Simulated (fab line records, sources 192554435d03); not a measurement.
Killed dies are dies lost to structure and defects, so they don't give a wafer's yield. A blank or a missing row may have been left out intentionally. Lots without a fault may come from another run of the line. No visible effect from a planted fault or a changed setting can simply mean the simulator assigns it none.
The same fault as seen by 2 desks / flow n5-finfet / each desk holds nothing but its own numbers, with what lay behind them at the end

THE DEFECT DESK
For each lot, the counts of the inspections along the route, averaged over the sampled wafers that have a number. The brackets show how far a lot's mean lies from the usual mean; more than 4 standard deviations puts the lot out of limits, marked OUT.
Columns: A = raw-defect-count at N5_SD_EPI_P_INSPECT_26, usual 165; B = raw-defect-count at N5_ILD0_INSPECT_06, usual 35
lot=L742; first seen here=day 3 10:45; A=156; B=26
lot=L743; first seen here=day 3 15:19; A=151; B=37
lot=L744; first seen here=day 4 01:26; A=118; B=26
lot=L745; first seen here=day 4 02:20; A=208; B=40
lot=L746; first seen here=day 4 10:17; A=137; B=44
lot=L747; first seen here=day 4 14:43; A=172; B=50
lot=L748; first seen here=day 4 19:53; A=159; B=40
lot=L749; first seen here=day 5 04:31; A=160; B=31
lot=L752; first seen here=day 6 00:21; A=152; B=37
lot=L754; first seen here=day 6 13:59; A=133; B=49
lot=L755; first seen here=day 6 17:27; A=168; B=30
lot=L756; first seen here=day 6 20:32; A=210; B=25
lot=L765; first seen here=day 9 02:49; A=208; B=19
This desk's finding: nothing out of limits on any of the 13 lots.

THE TOOL OWNER'S DESK: laser-anneal-01
Per lot that ran on this tool, the mean of the sampled wafers carrying a number, from the tool's own readings at N5_SD_ACTIVATION_LSA_01 (time 0.0008 s). The brackets show how far a lot's mean lies from the usual mean; more than 4 standard deviations puts the lot out of limits, marked OUT.
Columns: A = wafer_temp_C_max at N5_SD_ACTIVATION_LSA_01, usual 1085.6
lot=L742; first seen here=day 3 11:02; A=1085.4
lot=L744; first seen here=day 4 01:41; A=1085.3
lot=L746; first seen here=day 4 10:31; A=1087.0
lot=L748; first seen here=day 4 20:10; A=1087.5
lot=L752; first seen here=day 6 00:37; A=1085.6
lot=L754; first seen here=day 6 14:13; A=1133.0 (+36) OUT
lot=L756; first seen here=day 6 20:56; A=1132.6 (+36) OUT
This desk's finding: out of limits on L754, L756; first on L754, day 6 14:13 (wafer_temp_C_max at N5_SD_ACTIVATION_LSA_01). Within limits: L742, L744, L746, L748, L752.

TAKEN TOGETHER
At day 6 14:13, on L754, L756, the tool owner's desk was in a position to raise an alarm.
The defect desk saw nothing out of limits.
The defect desk has L754, L756 on record, within its limits.
Of the lots named, all ran N5_SD_ACTIVATION_LSA_01 on laser-anneal-01.

WHAT THE SIMULATOR HAD PUT IN
Process parameters drifting: laser-anneal-01 at N5_SD_ACTIVATION_LSA_01, beginning at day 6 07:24. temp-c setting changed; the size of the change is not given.
Struck lots among those shown: L754, L756.
Delay in hours, fault start to first out-of-limits reading, by desk: the tool owner's desk at 7.
